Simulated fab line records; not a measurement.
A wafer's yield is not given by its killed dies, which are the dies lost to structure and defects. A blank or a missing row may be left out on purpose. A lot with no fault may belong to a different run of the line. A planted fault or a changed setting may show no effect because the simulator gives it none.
fab line records -- flow nand_harc -- part 1 of 2: steps 1 to 4 of 6
[record] lots = 23, wafers = 69, last_day = 34
route steps=1302 shown A_CHANNEL_HOLE_D2@588 A_CHANNEL_FILL_D2@613 A_STAIRCASE@652
lots that met no fault: taken from a fault-free run of the same line
start_h: hours from the record's opening day to when the first of the lot's shown wafers began -- wait_h: hours elapsed since this lot's preceding step -- " identical to the entry in the row above -- L1.1+2: one row covering several wafers at once -- - either no value or no given start -- * or withheld: withheld -- < > ~ a bound
route shown NAME@n: a module of which the file shows steps, and the number in the route of the first -- usual: mean/standard deviation of fault-free wafers -- same: alike in all rows -- chamber/n: place in a boat -- sites: each site's reading -- _std_site: the values' standard deviation -- _edge_site: mean of outer sites minus mean of inner sites -- radius_mm: for every site, how far away it sits from the centre of the wafer -- mask NAME#n: copy n -- behind: the most recent tool/chamber to have shaped the wafer -- hold: cause of the lot's hold/its duration in hours/its outcome -- device: which transistor (n, p or np) failed to switch -- end of line: the route-end tests of the same wafers -- a step with no rows: only its recipe -- killed: dies that structure and defects cost at the first sort, which is not the same as the wafer's yield -- map: per-die view of a wafer (x killed, . not killed, _ where there is no die)
set.NAME: the setting that was run; set.NAME@STEP: the one run at that earlier step -- model.NAME: the simulator's own value behind a step, which no gauge read
steps of the route over a sample of lots; a table a step, a row a wafer
services: the hour from which a tool's chamber was out of use, counted from the record's first day as start_h (under 0 if before that day), plus the number of hours and why
[[steps]]
[step NHARC_A_CHANNEL_HOLE_D2_ETCH_34]
[recipe] target_depth_a = 1540, time_s = 77, cf4_flow_sccm = 100, chf3_flow_sccm = 30, ar_flow_sccm = 0, rf_w = 500, bias_w = 200, chemistry = CF4/CHF3
[usual] chamber_pressure_mTorr = 25.002/0.021, drypump_motor_current_A = 5.7/0.56, oes_product_au = 0.961/0.018, rf_vpp_V = 370.6/2.1, showerhead_plenum_p_Torr = 1.58/0.058, throttle_valve_pct = 16.804/0.0092
lot.wafer,tool,chamber,start_h,wait_h,chamber_pressure_mTorr,drypump_motor_current_A,oes_product_au,rf_hours_counter_h,rf_vpp_V,showerhead_plenum_p_Torr,throttle_valve_pct
L074.3,rie_diel-10,1,-,-,25.000,5.8,0.909,3,372.3,1.61,16.786
L074.2,rie_diel-10,3,-,-,24.995,6.2,0.927,2,373.1,1.65,16.816
L074.6,rie_diel-10,2,-,-,24.994,4.9,0.920,-,368.0,1.50,16.797
L076.3,rie_diel-10,2,-,-,25.001,4.9,0.960,3,367.8,1.50,16.800
L076.4,rie_diel-10,3,-,-,24.988,6.2,0.946,3,373.8,1.65,16.811
L076.2,rie_diel-10,1,-,-,24.988,5.8,0.958,3,371.0,1.61,16.803
L075.3,rie_diel-03,0,-,-,25.006,5.3,0.955,1,373.5,1.63,16.801
L075.5,rie_diel-03,1,-,-,24.981,5.6,1.006,-,367.6,1.52,16.812
L075.6,rie_diel-03,2,-,-,25.004,6.5,0.980,-,369.6,1.57,16.798
L077.4,rie_diel-12,0,-,-,25.023,5.0,0.957,2,367.7,1.49,16.807
L077.5,rie_diel-12,1,-,-,24.997,4.9,0.970,-,373.7,1.64,16.794
L077.6,rie_diel-12,2,-,-,25.028,5.7,0.978,-,370.1,1.60,16.809
L078.2,rie_diel-12,3,-,-,25.048,6.2,0.984,4,368.0,1.50,16.804
L078.3,rie_diel-12,0,-,-,24.972,5.0,0.966,3,366.8,1.49,16.793
L078.1,rie_diel-12,1,-,-,25.031,4.9,0.960,3,373.7,1.64,16.807
L080.2,rie_diel-03,1,-,-,24.989,5.6,0.978,3,368.7,1.52,16.813
L080.4,rie_diel-03,3,-,-,24.986,6.5,0.948,5,374.2,1.65,16.819
L080.6,rie_diel-03,0,-,-,24.996,5.3,0.969,-,371.0,1.62,16.803
L081.2,rie_diel-03,1,-,-,24.999,5.6,0.966,4,369.4,1.52,16.817
L081.3,rie_diel-03,2,-,-,25.033,6.5,0.975,5,368.8,1.57,16.811
L081.5,rie_diel-03,1,-,-,25.006,5.6,0.978,-,368.4,1.52,16.812
L082.1,rie_diel-10,0,-,-,25.003,5.6,0.966,6,370.8,1.59,16.820
L082.2,rie_diel-10,1,-,-,24.981,5.8,0.960,6,371.6,1.61,16.796
L082.5,rie_diel-10,3,-,-,25.009,6.1,0.949,-,373.3,1.65,16.818
L083.2,rie_diel-03,2,-,-,24.984,6.5,0.979,7,370.3,1.56,16.786
L083.4,rie_diel-03,3,-,-,24.999,6.5,0.966,7,373.8,1.65,16.813
L083.5,rie_diel-03,2,-,-,25.023,6.5,0.976,-,370.3,1.56,16.800
L084.2,rie_diel-10,0,-,-,25.001,5.6,0.969,7,371.5,1.59,16.786
L084.4,rie_diel-10,3,-,-,25.006,6.2,0.959,6,374.1,1.65,16.810
L084.6,rie_diel-10,0,-,-,25.013,5.6,0.972,-,369.3,1.59,16.809
L085.3,rie_diel-03,1,-,-,25.008,5.6,0.980,6,370.3,1.52,16.801
L085.2,rie_diel-03,2,-,-,24.960,6.5,0.974,7,369.9,1.56,16.804
L085.4,rie_diel-03,0,-,-,25.004,5.3,0.961,7,370.9,1.62,16.806
L086.4,rie_diel-12,3,-,-,24.993,6.2,0.955,8,368.1,1.50,16.796
L086.3,rie_diel-12,1,-,-,25.024,4.9,0.966,6,372.2,1.63,16.815
L086.6,rie_diel-12,0,-,-,25.006,5.0,0.968,-,367.5,1.49,16.814
L087.3,rie_diel-12,1,-,-,24.983,4.9,0.970,7,373.5,1.63,16.808
L087.4,rie_diel-12,3,-,-,24.988,6.2,0.963,-,366.8,1.50,16.800
L087.6,rie_diel-12,0,-,-,24.999,5.0,0.957,-,367.9,1.49,16.791
L088.4,rie_diel-10,1,-,-,25.006,5.7,0.955,0,371.1,1.61,16.805
L088.3,rie_diel-10,0,-,-,24.995,5.6,0.972,0,371.5,1.59,16.787
L088.6,rie_diel-10,1,-,-,25.028,5.8,0.953,-,372.3,1.61,16.799
L089.2,rie_diel-03,2,-,-,24.992,6.5,0.974,11,370.2,1.56,16.799
L089.1,rie_diel-03,0,-,-,25.009,5.3,0.980,11,372.2,1.62,16.792
L089.6,rie_diel-03,2,-,-,25.016,6.5,0.971,-,370.3,1.56,16.808
L090.3,rie_diel-03,1,-,-,24.990,5.6,0.928,10,368.5,1.52,16.811
L090.2,rie_diel-03,2,-,-,25.018,6.5,0.934,12,370.8,1.56,16.819
L090.5,rie_diel-03,1,-,-,24.993,5.6,0.925,-,371.2,1.52,16.823
L091.3,rie_diel-03,1,-,-,25.020,5.6,0.932,11,369.2,1.52,16.817
L091.4,rie_diel-03,2,-,-,24.989,6.5,0.929,12,369.6,1.56,16.794
L091.6,rie_diel-03,3,-,-,25.007,6.5,0.920,-,373.2,1.65,16.816
L093.4,rie_diel-10,3,-,-,24.962,6.1,0.950,3,373.7,1.65,16.805
L093.5,rie_diel-10,0,-,-,25.015,5.6,0.950,-,371.1,1.58,16.818
L093.6,rie_diel-10,1,-,-,25.003,5.8,0.954,-,371.1,1.61,16.805
L092.4,rie_diel-03,3,-,-,24.999,6.5,0.990,1,373.5,1.65,16.799
L092.6,rie_diel-03,1,-,-,24.989,5.6,0.956,-,368.3,1.52,16.810
L092.5,rie_diel-03,2,-,-,25.033,6.5,0.972,-,370.5,1.56,16.797
L094.2,rie_diel-12,0,-,-,25.003,5.0,0.988,3,367.5,1.49,16.808
L094.4,rie_diel-12,2,-,-,25.010,5.7,0.965,3,371.2,1.60,16.792
L094.1,rie_diel-12,3,-,-,25.007,6.3,0.967,2,367.6,1.50,16.805
L095.2,rie_diel-10,1,-,-,25.004,5.7,0.966,4,371.8,1.61,16.811
L095.5,rie_diel-10,1,-,-,25.010,5.8,0.968,-,371.4,1.61,16.794
L095.6,rie_diel-10,2,-,-,24.955,4.9,0.978,-,367.7,1.50,16.817
L096.2,rie_diel-10,2,-,-,24.980,4.9,0.972,5,368.6,1.50,16.788
L096.3,rie_diel-10,3,-,-,24.989,6.2,0.964,5,371.7,1.65,16.803
L096.5,rie_diel-10,1,-,-,25.013,5.8,0.954,-,372.0,1.61,16.813
L097.1,rie_diel-10,2,-,-,25.018,4.9,0.953,6,367.5,1.50,16.817
L097.2,rie_diel-10,0,-,-,25.002,5.6,0.956,5,371.6,1.58,16.807
L097.5,rie_diel-10,3,-,-,25.040,6.2,0.951,-,371.3,1.65,16.817
[step NHARC_A_CHANNEL_FILL_D2_ALD_03]
[recipe] target_thk_a = 60, pulse_time_s = 60, ald_cycles = 58, temp_c = 630, pressure_torr = 2, material = SiNx
[usual] precursor_pulse_height_rel = 1.003/0.02
lot.wafer,tool,chamber,start_h,wait_h,precursor_pulse_height_rel
L074.2,ald_sin_batch-01,0,-,-,0.970
L074.3,ald_sin_batch-01,0,-,-,0.990
L074.6,ald_sin_batch-01,0,-,-,0.963
L076.2,ald_sin_batch-01,0,-,-,0.992
L076.3,ald_sin_batch-01,0,-,-,0.995
L076.4,ald_sin_batch-01,0,-,-,1.010
L075.3,ald_sin_batch-01,0,-,-,1.003
L075.5,ald_sin_batch-01,0,-,-,1.016
L075.6,ald_sin_batch-01,0,-,-,0.989
L077.4,ald_sin_batch-01,0,-,-,0.936
L077.5,ald_sin_batch-01,0,-,-,1.035
L077.6,ald_sin_batch-01,0,-,-,1.008
L078.1,ald_sin_batch-03,0,-,-,0.997
L078.2,ald_sin_batch-03,0,-,-,0.981
L078.3,ald_sin_batch-03,0,-,-,0.977
L080.2,ald_sin_batch-03,0,-,-,0.984
L080.4,ald_sin_batch-03,0,-,-,1.020
L080.6,ald_sin_batch-03,0,-,-,0.996
L081.2,ald_sin_batch-02,0,-,-,1.009
L081.3,ald_sin_batch-02,0,-,-,1.055
L081.5,ald_sin_batch-02,0,-,-,1.016
L082.1,ald_sin_batch-01,0,-,-,1.016
L082.2,ald_sin_batch-01,0,-,-,1.025
L082.5,ald_sin_batch-01,0,-,-,1.009
L083.2,ald_sin_batch-02,0,-,-,1.015
L083.4,ald_sin_batch-02,0,-,-,1.011
L083.5,ald_sin_batch-02,0,-,-,1.008
L084.2,ald_sin_batch-03,0,-,-,1.008
L084.4,ald_sin_batch-03,0,-,-,0.996
L084.6,ald_sin_batch-03,0,-,-,0.985
L085.2,ald_sin_batch-03,0,-,-,0.998
L085.3,ald_sin_batch-03,0,-,-,0.951
L085.4,ald_sin_batch-03,0,-,-,1.009
L086.3,ald_sin_batch-02,0,-,-,1.015
L086.4,ald_sin_batch-02,0,-,-,0.965
L086.6,ald_sin_batch-02,0,-,-,0.991
L087.3,ald_sin_batch-02,0,-,-,0.997
L087.4,ald_sin_batch-02,0,-,-,0.974
L087.6,ald_sin_batch-02,0,-,-,1.001
L088.3,ald_sin_batch-03,0,-,-,1.013
L088.4,ald_sin_batch-03,0,-,-,1.000
L088.6,ald_sin_batch-03,0,-,-,0.986
L089.1,ald_sin_batch-01,0,-,-,0.989
L089.2,ald_sin_batch-01,0,-,-,0.975
L089.6,ald_sin_batch-01,0,-,-,1.001
L090.2,ald_sin_batch-02,0,-,-,1.028
L090.3,ald_sin_batch-02,0,-,-,1.000
L090.5,ald_sin_batch-02,0,-,-,1.023
L091.3,ald_sin_batch-02,0,-,-,0.964
L091.4,ald_sin_batch-02,0,-,-,1.007
L091.6,ald_sin_batch-02,0,-,-,1.001
L093.4,ald_sin_batch-03,0,-,-,0.996
L093.5,ald_sin_batch-03,0,-,-,1.001
L093.6,ald_sin_batch-03,0,-,-,1.004
L092.4,ald_sin_batch-01,0,-,-,0.982
L092.5,ald_sin_batch-01,0,-,-,1.021
L092.6,ald_sin_batch-01,0,-,-,1.022
L094.1,ald_sin_batch-02,0,-,-,1.011
L094.2,ald_sin_batch-02,0,-,-,1.024
L094.4,ald_sin_batch-02,0,-,-,0.984
L095.2,ald_sin_batch-03,0,-,-,0.997
L095.5,ald_sin_batch-03,0,-,-,1.005
L095.6,ald_sin_batch-03,0,-,-,0.996
L096.2,ald_sin_batch-03,0,-,-,1.055
L096.3,ald_sin_batch-03,0,-,-,1.009
L096.5,ald_sin_batch-03,0,-,-,1.045
L097.1,ald_sin_batch-02,0,-,-,1.005
L097.2,ald_sin_batch-02,0,-,-,1.014
L097.5,ald_sin_batch-02,0,-,-,1.015
[step NHARC_A_CHANNEL_FILL_D2_ETCHBACK_08]
[recipe] target_depth_a = 2200, time_s = 110, c4f8_flow_sccm = 20, ar_flow_sccm = withheld, rf_w = 600, bias_w = 300, chemistry = C4F8
[usual] chamber_pressure_mTorr = 25.002/0.022, oes_product_au = 0.96/0.036, rf_vpp_V = 440.3/2.4
lot.wafer,tool,chamber,start_h,wait_h,chamber_pressure_mTorr,oes_product_au,rf_hours_counter_h,rf_vpp_V
L074.3,rie_diel-08,3,-,-,24.988,0.98,5,437.4
L074.2,rie_diel-08,1,-,-,25.002,1.00,5,436.1
L074.6,rie_diel-08,3,-,-,25.051,1.00,-,439.1
L077.4,rie_diel-04,0,-,-,25.024,1.00,0,438.8
L077.5,rie_diel-04,3,-,-,24.996,1.01,-,442.0
L077.6,rie_diel-04,0,-,-,24.988,1.00,-,438.3
L076.4,rie_diel-04,3,-,-,25.011,1.01,0,442.9
L076.3,rie_diel-04,0,-,-,24.971,1.00,0,439.3
L076.2,rie_diel-04,1,-,-,25.025,1.00,0,441.5
L075.3,rie_diel-04,3,-,-,24.969,1.00,0,444.1
L075.5,rie_diel-04,1,-,-,24.963,1.00,-,442.8
L075.6,rie_diel-04,2,-,-,25.007,1.02,-,437.5
L078.1,rie_diel-08,1,-,-,25.017,1.00,0,437.4
L078.3,rie_diel-08,3,-,-,25.000,0.99,0,438.9
L078.2,rie_diel-08,0,-,-,25.019,1.00,0,440.5
L080.2,rie_diel-04,0,-,-,25.000,0.99,10,440.3
L080.4,rie_diel-04,1,-,-,24.964,1.00,9,442.5
L080.6,rie_diel-04,2,-,-,25.001,1.00,-,437.3
L081.3,rie_diel-04,2,-,-,25.039,1.00,10,437.7
L081.2,rie_diel-04,1,-,-,24.985,0.99,10,443.7
L081.5,rie_diel-04,2,-,-,25.024,1.00,-,438.2
L082.1,rie_diel-05,1,-,-,24.988,0.99,0,442.5
L082.2,rie_diel-05,2,-,-,25.036,0.99,0,442.5
L082.5,rie_diel-05,0,-,-,24.997,1.00,-,437.6
L083.4,rie_diel-04,1,-,-,24.977,0.91,11,441.5
L083.2,rie_diel-04,2,-,-,25.007,0.93,12,438.4
L083.5,rie_diel-04,1,-,-,24.980,0.92,-,443.0
L084.2,rie_diel-05,3,-,-,24.978,0.92,2,442.0
L084.4,rie_diel-05,0,-,-,25.028,0.93,2,438.0
L084.6,rie_diel-05,1,-,-,25.025,0.92,-,441.7
L085.3,rie_diel-08,3,-,-,25.016,0.93,2,439.1
L085.4,rie_diel-08,1,-,-,24.986,0.93,3,436.8
L085.2,rie_diel-08,2,-,-,24.978,0.92,2,440.6
L086.3,rie_diel-08,1,-,-,25.019,0.99,3,436.8
L086.4,rie_diel-08,2,-,-,25.016,1.00,3,439.6
L086.6,rie_diel-08,1,-,-,25.006,0.99,-,437.7
L087.3,rie_diel-08,1,-,-,25.010,1.01,3,436.5
L087.4,rie_diel-08,2,-,-,24.989,1.00,3,440.5
L087.6,rie_diel-08,0,-,-,24.986,1.00,-,441.2
L088.3,rie_diel-08,2,-,-,25.016,0.93,3,440.4
L088.4,rie_diel-08,0,-,-,24.998,0.92,4,438.5
L088.6,rie_diel-08,3,-,-,24.992,0.92,-,437.5
L089.1,rie_diel-05,2,-,-,25.009,0.93,3,443.4
L089.2,rie_diel-05,0,-,-,24.944,0.93,3,437.2
L089.6,rie_diel-05,1,-,-,25.059,0.92,-,444.3
L090.2,rie_diel-05,0,-,-,24.982,1.00,3,437.0
L090.3,rie_diel-05,1,-,-,24.981,0.99,3,443.1
L090.5,rie_diel-05,3,-,-,24.965,1.01,-,441.6
L091.3,rie_diel-04,0,-,-,25.012,0.93,24,439.6
L091.4,rie_diel-04,1,-,-,25.019,0.92,24,441.8
L091.6,rie_diel-04,3,-,-,24.993,0.94,-,441.3
L093.4,rie_diel-08,0,-,-,25.018,0.92,-,439.1
L093.6,rie_diel-08,2,-,-,24.987,0.93,-,440.0
L093.5,rie_diel-08,3,-,-,25.014,0.93,-,439.3
L092.4,rie_diel-05,3,-,-,25.031,0.94,4,441.0
L092.5,rie_diel-05,2,-,-,25.041,0.93,-,444.6
L092.6,rie_diel-05,3,-,-,24.991,0.93,-,443.2
L094.4,rie_diel-05,3,-,-,24.999,0.91,4,443.0
L094.1,rie_diel-05,1,-,-,24.948,0.92,4,442.6
L094.2,rie_diel-05,2,-,-,25.021,0.92,5,442.8
L095.2,rie_diel-08,0,-,-,25.000,1.00,0,439.7
L095.5,rie_diel-08,2,-,-,25.007,1.01,-,439.8
L095.6,rie_diel-08,3,-,-,24.992,1.00,-,439.8
L096.2,rie_diel-05,2,-,-,24.981,0.92,5,444.7
L096.3,rie_diel-05,1,-,-,25.028,0.93,5,441.2
L096.5,rie_diel-05,2,-,-,24.971,0.92,-,444.5
L097.2,rie_diel-08,0,-,-,24.996,0.99,1,439.9
L097.1,rie_diel-08,1,-,-,24.976,0.98,0,435.7
L097.5,rie_diel-08,2,-,-,25.004,0.98,-,439.9
[step NHARC_A_CHANNEL_FILL_D2_CMP_10]
[recipe] target_thk_nm = 150
[usual] motor_current_A = 12.3/1.1, time_to_endpoint_s = 15.1/1.8
lot.wafer,tool,chamber,start_h,wait_h,motor_current_A,time_to_endpoint_s
L074.2,cmp-02,3,364.49,0.4,10.3,12.4
L074.3,cmp-02,1,364.49,0.4,11.3,14.4
L074.6,cmp-02,2,364.49,0.4,13.4,14.2
L076.3,cmp-04,2,373.86,0.4,11.3,15.9
L076.4,cmp-04,3,373.86,0.4,12.4,18.0
L076.2,cmp-04,0,373.86,0.4,13.0,17.2
L075.3,cmp-03,2,373.86,0.4,13.6,15.3
L075.5,cmp-03,2,373.86,0.4,13.5,13.2
L075.6,cmp-03,3,373.86,0.4,13.9,15.2
L077.4,cmp-02,2,373.88,0.4,14.3,11.7
L077.6,cmp-02,1,373.88,0.4,11.0,12.3
L077.5,cmp-02,2,373.88,0.4,14.5,13.8
L078.2,cmp-03,1,384.65,0.4,11.9,10.7
L078.3,cmp-03,3,384.65,0.4,13.9,13.2
L078.1,cmp-03,0,384.65,0.4,13.4,12.5
L080.4,cmp-03,1,410.76,0.4,11.3,13.1
L080.2,cmp-03,0,410.76,0.4,13.2,12.9
L080.6,cmp-03,2,410.76,0.4,13.6,14.8
L081.2,cmp-04,3,414.57,0.4,12.7,18.6
L081.3,cmp-04,0,414.57,0.4,12.9,16.2
L081.5,cmp-04,3,414.57,0.4,12.8,17.2
L082.1,cmp-02,1,423.54,0.4,11.6,17.4
L082.2,cmp-02,3,423.54,0.4,10.9,12.7
L082.5,cmp-02,0,423.54,0.4,12.0,15.2
L083.4,cmp-04,1,432.13,0.4,12.2,13.6
L083.2,cmp-04,3,432.13,0.4,12.2,17.3
L083.5,cmp-04,2,432.13,0.4,11.8,16.6
L085.4,cmp-03,2,453.08,0.4,12.8,15.8
L085.2,cmp-03,3,453.08,0.4,13.6,12.8
L085.3,cmp-03,1,453.08,0.4,11.0,12.6
L084.4,cmp-02,2,453.13,0.4,13.2,12.5
L084.2,cmp-02,3,453.13,0.4,10.6,15.2
L084.6,cmp-02,0,453.13,0.4,12.1,15.5
L086.4,cmp-04,0,465.14,0.4,12.6,17.6
L086.3,cmp-04,2,465.14,0.4,11.6,16.7
L086.6,cmp-04,1,465.14,0.4,11.1,14.0
L087.3,cmp-02,3,474.85,0.4,10.9,16.1
L087.4,cmp-02,1,474.85,0.4,11.0,15.7
L087.6,cmp-02,3,474.85,0.4,10.4,13.6
L088.3,cmp-02,1,494.44,0.4,11.0,16.5
L088.4,cmp-02,3,494.44,0.4,10.8,15.2
L088.6,cmp-02,0,494.44,0.4,13.1,18.0
L089.2,cmp-03,2,497.98,0.4,14.5,15.3
L089.1,cmp-03,3,497.98,0.4,13.6,16.0
L089.6,cmp-03,1,497.98,0.4,11.1,14.7
L090.3,cmp-04,2,507.94,0.4,11.4,13.9
L090.2,cmp-04,3,507.94,0.4,11.8,14.1
L090.5,cmp-04,2,507.94,0.4,11.3,10.4
L091.4,cmp-04,3,511.90,0.4,12.4,16.8
L091.3,cmp-04,0,511.90,0.4,13.2,16.6
L091.6,cmp-04,0,511.90,0.4,13.3,14.7
L093.4,cmp-02,3,539.93,0.4,10.6,15.1
L093.5,cmp-02,0,539.93,0.4,12.6,13.0
L093.6,cmp-02,1,539.93,0.4,11.4,16.1
L092.4,cmp-02,2,545.05,0.4,14.9,16.1
L092.6,cmp-02,3,545.05,0.4,10.6,14.7
L092.5,cmp-02,0,545.05,0.4,12.3,13.8
L094.4,cmp-02,0,558.73,0.4,12.2,14.2
L094.1,cmp-02,2,558.73,0.4,14.2,16.0
L094.2,cmp-02,3,558.73,0.4,10.8,15.8
L095.2,cmp-04,3,567.16,0.4,12.9,19.1
L095.5,cmp-04,3,567.16,0.4,12.4,19.1
L095.6,cmp-04,0,567.16,0.4,13.1,19.9
L096.3,cmp-04,0,574.12,0.4,13.8,15.4
L096.2,cmp-04,1,574.12,0.4,11.5,12.2
L096.5,cmp-04,2,574.12,0.4,11.9,13.4
L097.1,cmp-02,0,591.47,0.4,12.0,14.6
L097.2,cmp-02,3,591.47,0.4,10.2,16.1
L097.5,cmp-02,0,591.47,0.4,12.6,13.5
